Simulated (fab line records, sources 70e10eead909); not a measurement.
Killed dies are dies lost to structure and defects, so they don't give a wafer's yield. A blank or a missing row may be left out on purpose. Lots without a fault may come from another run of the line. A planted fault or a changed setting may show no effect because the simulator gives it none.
One fault seen from 2 desks | flow nand_harc | each desk has only its own numbers; what lay behind them comes last

THE TOOL OWNER'S DESK: litho_track-01
The tool's own readings at NHARC_A_M1_PEB_07 (peb time 65 s): means of the sampled wafers that have a number, for each lot that ran on this tool. A lot is out of limits, marked OUT, if its mean lies more than 4 standard deviations from the usual mean; the brackets give that distance.
Columns: A = plate_temp_C at NHARC_A_M1_PEB_07, usual 100.01 C
lot  | first seen here | A
L664 | day 18 18:08    | 100.06
L668 | day 18 18:38    | 99.93
L672 | day 20 00:37    | 99.88
L677 | day 21 15:41    | 100.00
L680 | day 23 00:04    | 99.91
This desk's finding: nothing out of limits on any of the 5 lots.

THE METROLOGY DESK
What the gauges read, lot by lot, whatever tool the lot ran on: means of the sampled wafers that have a number. A lot is out of limits, marked OUT, if its mean lies more than 4 standard deviations from the usual mean; the brackets give that distance.
Columns: A = cd_nm at NHARC_A_M1_CD_MEAS_09, usual 120.2 nm
lot  | first seen here | A
L666 | day 18 02:35    | 120.4
L665 | day 18 03:27    | 120.5
L664 | day 18 18:13    | 120.2
L668 | day 18 18:43    | 120.1
L670 | day 19 18:26    | 119.6
L669 | day 20 00:25    | 119.8
L672 | day 20 00:41    | 120.2
L671 | day 20 05:57    | 119.5
L677 | day 21 15:46    | 131.2 (+17) OUT
L680 | day 23 00:09    | 134.2 (+22) OUT
L685 | day 23 16:53    | 119.0
This desk's finding: out of limits on L677, L680; first on L677, day 21 15:46 (cd_nm at NHARC_A_M1_CD_MEAS_09). In limits: L666, L665, L664, L668, L670, L669, L672, L671, L685.

PUT TOGETHER
The metrology desk could have raised an alarm at day 21 15:46, on L677, L680.
The tool owner's desk saw nothing out of limits.
The tool owner's desk has L677, L680 on record, within its limits.
Of the lots named, all ran NHARC_A_M1_PEB_07 on litho_track-01.

WHAT THE SIMULATOR HAD PUT IN
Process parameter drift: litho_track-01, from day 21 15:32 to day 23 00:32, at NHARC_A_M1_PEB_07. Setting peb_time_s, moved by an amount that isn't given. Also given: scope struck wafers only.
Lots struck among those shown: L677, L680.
Hours from the fault's start to each desk's first reading out of limits: the metrology desk, 0.
